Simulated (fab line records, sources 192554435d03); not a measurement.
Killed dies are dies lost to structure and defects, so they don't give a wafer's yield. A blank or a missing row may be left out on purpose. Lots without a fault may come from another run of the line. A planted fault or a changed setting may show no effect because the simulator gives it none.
Split-lot experiment | flow n5_finfet | 7 lots, 21 wafers read, on a route of 1938 steps

THE SPLIT
At N5_BEOL_M2_COAT_67 (time 60 s, resist thk 60 nm), the setting spin_rpm was moved away from the recipe's 1500 rpm on 3 of the 21 wafers read, by -10.9% to +10.5%. The other wafers ran this setting at the recipe's value.

FROM THE SPLIT TO THE READING: what the file shows between them, 8 steps
- N5_BEOL_M2_COAT_68: time 60 s, resist thk 12 nm (also split here: spin_rpm)
- N5_BEOL_M2_COAT_76: time 60 s, resist thk 5 nm
- N5_BEOL_M2_COAT_22: resist thk 30 nm
- N5_BEOL_M2_DESCUM_33: chemistry O2, time 7 s
- N5_BEOL_M2_ETCH_77: etches underlayer in N2/H2, target depth 6.5 nm, time 5.2 s
- N5_BEOL_M2_ETCH_69: etches SiARC in CF4, target depth 15.6 nm, time 26 s
- N5_BEOL_M2_ALD_98: deposits SiO2, target thk 2.5 nm, pulse time 1 s, co reactant pulse time 1 s
- N5_BEOL_M2_ETCHBACK_99: etches SiO2 in CHF3, target depth 5 nm, time 10.4 s

THE READING
etch.depth_nm (the simulator's own value, which no gauge read), in nm, at N5_BEOL_M2_ETCH_70 (etches SOC in N2/H2, target depth 80 nm, overetch 24 nm, time 130 s). The file gives no usual value for it. The 18 wafers here that ran the recipe average 59.99 nm, standard deviation 0.16 nm.

wafer  | tool, chamber at the split | spin_rpm as run, rpm | against the recipe | etch.depth_nm, nm | against lot-mates on the recipe
L074.3 | litho_track-01, 0          | 1500                 | recipe             | 60.15             | -
L074.4 | litho_track-01, 0          | 1500                 | recipe             | 60.14             | -
L074.6 | litho_track-01, 0          | 1500                 | recipe             | 60.14             | -
L078.1 | litho_track-05, 0          | 1657                 | +10.5%             | 57.16             | -2.65
L078.2 | litho_track-05, 0          | 1500                 | recipe             | 59.84             | -
L078.4 | litho_track-05, 0          | 1500                 | recipe             | 59.78             | -
L083.4 | litho_track-01, 0          | 1336                 | -10.9%             | 63.41             | +3.43
L083.5 | litho_track-01, 0          | 1500                 | recipe             | 59.99             | -
L083.6 | litho_track-01, 0          | 1500                 | recipe             | 59.96             | -
L087.2 | litho_track-04, 0          | 1500                 | recipe             | 59.94             | -
L087.3 | litho_track-04, 0          | 1500                 | recipe             | 60.01             | -
L087.6 | litho_track-04, 0          | 1500                 | recipe             | 60                | -
L089.2 | litho_track-01, 0          | 1500                 | recipe             | 59.7              | -
L089.3 | litho_track-01, 0          | 1500                 | recipe             | 59.81             | -
L089.4 | litho_track-01, 0          | 1500                 | recipe             | 59.76             | -
L091.2 | litho_track-04, 0          | 1500                 | recipe             | 60.15             | -
L091.3 | litho_track-04, 0          | 1500                 | recipe             | 60.12             | -
L091.4 | litho_track-04, 0          | 1366                 | -8.9%              | 63                | +2.87
L096.1 | litho_track-01, 0          | 1500                 | recipe             | 60.25             | -
L096.4 | litho_track-01, 0          | 1500                 | recipe             | 60.13             | -
L096.6 | litho_track-01, 0          | 1500                 | recipe             | 59.98             | -

THE FIT
A straight line over all 21 wafers: etch.depth_nm changes by -0.303 nm for each +1% of spin_rpm; r = -0.99; the points scatter about the line by 0.18 nm.
The same after taking each lot's own level away (the mean of its wafers on the recipe; 21 wafers): -0.293 nm for each +1%; r = -0.99; scatter 0.13 nm.
On that fit, the largest move of spin_rpm shifts the reading by 3.2 nm.
The lots' own levels span 59.757 to 60.143 nm, that is 2.5 times the standard deviation above.
So the lot-to-lot level changes the slope little: the two slopes agree.
Check: with one of the wafers moved furthest among these (-10.9%) left out of the fit, the line predicts +3.11 nm for it against its lot-mates. It came out at +3.43 nm against them.

OTHER SPLITS ON THESE WAFERS
These wafers also went through other splits before the reading. Each is held against what the fit with the lots' levels taken away leaves over:
other split on the same wafers | wafers away from the commonest value | r with etch.depth_nm (lot level and that fit taken away)
N5_BEOL_M2_COAT_68 spin_rpm    | 8                                    | +0.12

THE WHOLE CHAIN: every reading that the file lists as answering this split, in the file's order
step               | what it does                                                        | reading                                                                        | change (the file's fit)               | r (the file's)
N5_BEOL_M2_COAT_67 | time 60 s, resist thk 60 nm                                         | SOC_of_BEOL_M2_COAT_67.thk_nm (the simulator's own value, which no gauge read) | -0.289 nm for each +1% of the setting | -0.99
N5_BEOL_M2_ETCH_70 | etches SOC in N2/H2, target depth 80 nm, overetch 24 nm, time 130 s | etch.depth_nm (the simulator's own value, which no gauge read)                 | -0.294 nm for each +1% of the setting | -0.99

THE FILE'S OWN FIT
etch.depth_nm changes by -0.294 nm for each +1% of spin_rpm, r = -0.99.
